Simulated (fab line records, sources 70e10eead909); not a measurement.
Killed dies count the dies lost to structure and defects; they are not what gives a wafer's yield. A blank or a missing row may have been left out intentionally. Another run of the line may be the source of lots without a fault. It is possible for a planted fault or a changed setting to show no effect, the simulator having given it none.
A lot that was struck, set against a sound lot :: flow nand-harc :: 13 out of 1302 route steps
Sound: the wafers L711.1, L711.4, L711.5. Struck: wafer L728.5. The cause comes at the end.
Per side, at each step with rows, come the tool, then ch with its chambers, and then its first start. Under that, the readings that differ: sound wafers :: struck wafers :: difference of the means :: sigmas: that difference in standard deviations of wafers without a fault.
alike: readings whose means differ by less than 2 such deviations, and words and numbers that are the same on both sides. not compared: withheld readings, readings that some wafer has no value for, bounds like >300 that may hide the same value, and numbers for which the record gives no deviation and whose values overlap.
Wherever a step has rows on one side only, a row that says differs or no value, or a row with sigmas, the two part there. Numbers that have no deviation but don't overlap get no sigmas and don't part them. A reading missing from all wafers of one side parts the sides only when that side holds two or more wafers.

first, 6 steps without rows for these wafers: NHARC_A_DECK1_JOINT_CVD_34 (deposits SiNx, target thk 20 nm); NHARC_A_DECK1_JOINT_DEP_06 (deposits SiOx, target thk 80 nm); NHARC_A_DECK1_JOINT_CURE_26 (time 32 s); NHARC_A_DECK1_JOINT_ANNEAL_27 (time 3600 s); NHARC_A_DECK1_JOINT_ANNEAL_28 (time 1800 s); NHARC_A_DECK1_JOINT_ANNEAL_29 (time 1800 s).
NHARC_A_DECK1_JOINT_CMP_02: polishes SiOx.
  sound on cmp-04 ch 0,1,3, day 12 20:46; struck on cmp-01 ch 3, day 19 23:17
  alike: motor-current-A
after that, 1 step had no rows for these wafers: NHARC_A_DECK1_JOINT_SRD_15.
NHARC_A_DECK1_JOINT_DEP_16: deposits SiO2, target thk 45 nm.
  sound on pecvd-03 ch 0,1,2, day 12 21:06; struck on pecvd-04 ch 1, day 19 23:43
  alike: heater-power-w, throttle-valve-pct
NHARC_A_DECK1_JOINT_THK_MEAS_17: measures by ellipsometry.
  sound on film-metro-01 at day 12 21:23; struck on film-metro-01 at day 19 23:51
  alike: thk-nm
NHARC_A_DECK1_JOINT_INSPECT_05:
  sound on defect-inspect-01 at day 12 21:25; struck on defect-inspect-01 at day 19 23:53
  alike: raw-defect-count
NHARC_A_ONON_D2_DEP_00: target thk 1000 nm.
  sound on pecvd-onon-02 ch 0, day 12 21:29; struck on pecvd-onon-02 ch 0, day 20 00:11
NHARC_A_ONON_D2_THK_MEAS_02: measures by ellipsometry.
  sound on film-metro-02 at day 12 21:59; struck on film-metro-02 at day 20 00:38
reading: thk-nm (nm)
sound: 1013 1011 1012
struck: 668
difference: -344
sigmas: -34
  not compared: hold

## WHERE THEY PART
At NHARC_A_ONON_D2_THK_MEAS_02 and nowhere else, as far as this record goes.

WHY: whatever the simulator had introduced
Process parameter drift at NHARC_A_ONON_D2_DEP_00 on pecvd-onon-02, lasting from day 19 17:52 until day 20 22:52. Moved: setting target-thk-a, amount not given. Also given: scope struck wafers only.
